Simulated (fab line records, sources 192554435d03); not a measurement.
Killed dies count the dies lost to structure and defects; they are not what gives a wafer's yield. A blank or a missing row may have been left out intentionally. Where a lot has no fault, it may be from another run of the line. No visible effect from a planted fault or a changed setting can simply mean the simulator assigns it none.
One fault through the eyes of 2 desks ; flow n5Finfet ; numbers are kept per desk, each desk with only its own; the story behind them comes last

## THE DEFECT DESK
For each lot, the counts of the inspections along the route, averaged over the sampled wafers that have a number. Marked OUT: a lot whose mean sits more than 4 standard deviations from the usual mean, which makes it out of limits; the brackets give that distance.
Columns: A = rawDefectCount at N5_SD_EPI_P_INSPECT_26, usual 170
lot;first seen here;A
L932;day 3 16:04;131
L935;day 4 09:04;160
L940;day 5 13:39;136
L941;day 5 20:15;266
L944;day 6 16:24;247
L950;day 8 02:59;179
L952;day 8 13:49;137
L953;day 9 01:23;164
L954;day 9 04:37;177
Finding of this desk: none of the 9 lots has anything out of limits.

## THE METROLOGY DESK
Means of the sampled wafers that have a number, per lot and without regard to the tool the lot ran on: this is what the gauges read. Marked OUT: a lot whose mean sits more than 4 standard deviations from the usual mean, which makes it out of limits; the brackets give that distance. Only the readings that lie furthest out on some lot appear, 7 of the 10 it has.
Columns: A = DIBL_N at N5_BEOL_M4_RC_MEAS_101, usual 36.7 mV/V; B = IOFF_N at N5_BEOL_M4_RC_MEAS_101, usual 0.17 nA/um; C = IOFF_P at N5_BEOL_M4_RC_MEAS_101, usual 0.22 nA/um; D = ION_N at N5_BEOL_M4_RC_MEAS_101, usual 673 uA/um; E = ION_P at N5_BEOL_M4_RC_MEAS_101, usual 462 uA/um; F = VT_N at N5_BEOL_M4_RC_MEAS_101, usual 250 mV; G = VT_P at N5_BEOL_M4_RC_MEAS_101, usual -250 mV
lot;first seen here;A;B;C;D;E;F;G
L932;day 8 20:34;38.2;0.20;0.24;671;459;248;-250
L935;day 9 22:57;34.6;0.12;0.16;648;445;257;-253
L940;day 10 21:43;36.4;0.17;0.26;674;474;247;-243
L941;day 10 23:26;35.6;0.13;0.19;655;453;254;-252
L944;day 12 07:16;34.8;0.13;0.20;669;463;252;-252
L950;day 13 12:44;38.9;0.20;0.22;678;461;248;-251
L952;day 13 14:30;38.2;0.17;0.26;680;468;249;-248
L953;day 14 18:44;37.0;0.17;0.23;677;465;249;-252
L954;day 15 19:44;36.4;0.15;0.19;674;458;250;-253
Finding of this desk: none of the 9 lots has anything out of limits.

## ALL TOGETHER
The defect desk saw nothing out of limits.
Metrology desk: nothing out of limits seen.

## WHAT THE SIMULATOR HAD PUT IN
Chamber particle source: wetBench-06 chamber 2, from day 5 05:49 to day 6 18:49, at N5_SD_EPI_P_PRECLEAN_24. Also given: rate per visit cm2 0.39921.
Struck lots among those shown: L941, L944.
